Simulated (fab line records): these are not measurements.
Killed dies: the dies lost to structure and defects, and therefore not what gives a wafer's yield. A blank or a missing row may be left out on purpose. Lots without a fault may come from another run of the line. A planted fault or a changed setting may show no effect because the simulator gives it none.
Chamber matching || flow nandHarc || NHARC_A_STAIRCASE_DEP_280 on pecvd-02: 3 sister chambers
The step deposits SiON, target thk 30 nm. 3 wafers are shown with their chamber, then 7 later ones without.

== WAFERS WITH THEIR CHAMBER ==
{"wafer": "L089.4", "chamber": 1, "rfFwdPowerW (W)": 346.5}
{"wafer": "L092.1", "chamber": 2, "rfFwdPowerW (W)": 349.0}
{"wafer": "L092.2", "chamber": 0, "rfFwdPowerW (W)": 350.8}

== WAFERS MISSING THEIR CHAMBER ==
{"wafer": "L092.4", "rfFwdPowerW (W)": 347.7}
{"wafer": "L091.3", "rfFwdPowerW (W)": 348.4}
{"wafer": "L091.5", "rfFwdPowerW (W)": 348.0}
{"wafer": "L091.6", "rfFwdPowerW (W)": 349.9}
{"wafer": "L094.2", "rfFwdPowerW (W)": 349.0}
{"wafer": "L094.5", "rfFwdPowerW (W)": 348.0}
{"wafer": "L094.6", "rfFwdPowerW (W)": 348.4}

== WHICH CHAMBER EACH ONE RAN IN ==
{"wafer": "L092.4", "from the rows above": "can't be placed: 1 or 2", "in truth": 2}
{"wafer": "L091.3", "from the rows above": "can't be placed: 2 or 1", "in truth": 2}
{"wafer": "L091.5", "from the rows above": "can't be placed: 2 or 1", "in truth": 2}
{"wafer": "L091.6", "from the rows above": "can't be placed: 2 or 0", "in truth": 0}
{"wafer": "L094.2", "from the rows above": 2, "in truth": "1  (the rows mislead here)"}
{"wafer": "L094.5", "from the rows above": "can't be placed: 2 or 1", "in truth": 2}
{"wafer": "L094.6", "from the rows above": "can't be placed: 2 or 1", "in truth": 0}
0 of 7 placed correctly. Unplaceable from these rows: 6, with the true chamber sitting among the candidates in 5. Placed wrongly: 1.
How it was worked out, from the rows above alone: a wafer's distance from a chamber is the root of the sum, over the readings, of the square of ((its reading less the chamber's mean) divided by the reading's scatter). If the next closest chamber is less than 2 further off than the closest, the wafer can't be placed; otherwise it belongs to the closest. For every chamber, the mean is computed from those of its wafers that are shown. The scatter (one wafer shown for each chamber): square how far every hidden wafer sits from the nearest shown wafer, average those squares and take the square root.
